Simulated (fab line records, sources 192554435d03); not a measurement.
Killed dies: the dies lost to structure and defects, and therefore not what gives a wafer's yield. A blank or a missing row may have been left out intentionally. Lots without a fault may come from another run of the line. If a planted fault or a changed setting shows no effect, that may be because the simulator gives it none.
Chamber matching | flow n5Finfet | 3 sister chambers for N5_BEOL_M10_CURE_72 on uvCure-02
The step cures SiCOH lowk, time 120 s. 20 wafers are shown with their chamber, then 10 later ones without.

== WAFERS PAIRED WITH THEIR CHAMBERS ==
wafer  | chamber | wafer_temp_C_max | lampPowerPct (%)
L075.2 | 1       | 370.6            | 52.32
L075.3 | 1       | 370.9            | 52.31
L075.5 | 1       | 371.5            | 52.31
L076.1 | 1       | 371.0            | 52.33
L076.2 | 1       | 371.0            | 52.29
L076.5 | 1       | 371.2            | 52.35
L079.2 | 0       | 371.8            | 52.22
L079.3 | 0       | 371.9            | 52.26
L079.4 | 0       | 371.0            | 52.33
L080.1 | 2       | 374.7            | 52.25
L080.3 | 2       | 372.8            | 52.28
L080.4 | 2       | 372.5            | 52.37
L084.1 | 1       | 371.6            | 52.36
L084.3 | 1       | 371.3            | 52.31
L084.6 | 1       | 371.2            | 52.30
L085.1 | 0       | 371.6            | 52.18
L085.3 | 0       | 371.4            | 52.30
L085.6 | 0       | 371.2            | 52.29
L087.1 | 2       | 373.1            | 52.38
L087.4 | 2       | 373.0            | 52.29

SIGNATURES (averages over the wafers above)
reading          | chamber 0 | chamber 1 | chamber 2 | scatter within a chamber
wafer_temp_C_max | 371.483   | 371.144   | 373.220   | 0.504
lampPowerPct     | 52.2633   | 52.3200   | 52.3140   | 0.044
Rule: for a wafer and a chamber, the distance is found by dividing, reading by reading, the gap between the wafer's reading and the chamber's mean by the reading's scatter, squaring, summing and taking the root. The wafer belongs to the nearest chamber; if the next one is less than 2 further off, it can't be placed. How the scatter is found: for the shown wafers, subtract from each reading the mean of its chamber, square and add these, divide the total by (wafers less chambers), then take the root.

== WAFERS WITH NO CHAMBER GIVEN ==
wafer  | wafer_temp_C_max | lampPowerPct (%)
L087.5 | 373.6            | 52.34
L092.4 | 370.6            | 52.27
L092.5 | 371.1            | 52.33
L092.6 | 371.1            | 52.33
L091.1 | 370.8            | 52.32
L091.5 | 371.1            | 52.39
L091.6 | 370.9            | 52.36
L097.4 | 371.2            | 52.32
L097.5 | 371.5            | 52.22
L097.6 | 371.0            | 52.30

== WHICH CHAMBER EACH ONE RAN IN ==
wafer  | from the rows above     | in truth
L087.5 | 2                       | 2
L092.4 | can't be placed: 1 or 0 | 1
L092.5 | can't be placed: 1 or 0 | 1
L092.6 | can't be placed: 1 or 0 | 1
L091.1 | can't be placed: 1 or 0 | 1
L091.5 | can't be placed: 1 or 0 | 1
L091.6 | can't be placed: 1 or 0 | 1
L097.4 | can't be placed: 1 or 0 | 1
L097.5 | can't be placed: 0 or 1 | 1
L097.6 | can't be placed: 1 or 0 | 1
Placed correctly: 1 of 10. Unplaceable from these rows: 9, with the true chamber sitting among the candidates in 9. 0 placed wrongly.
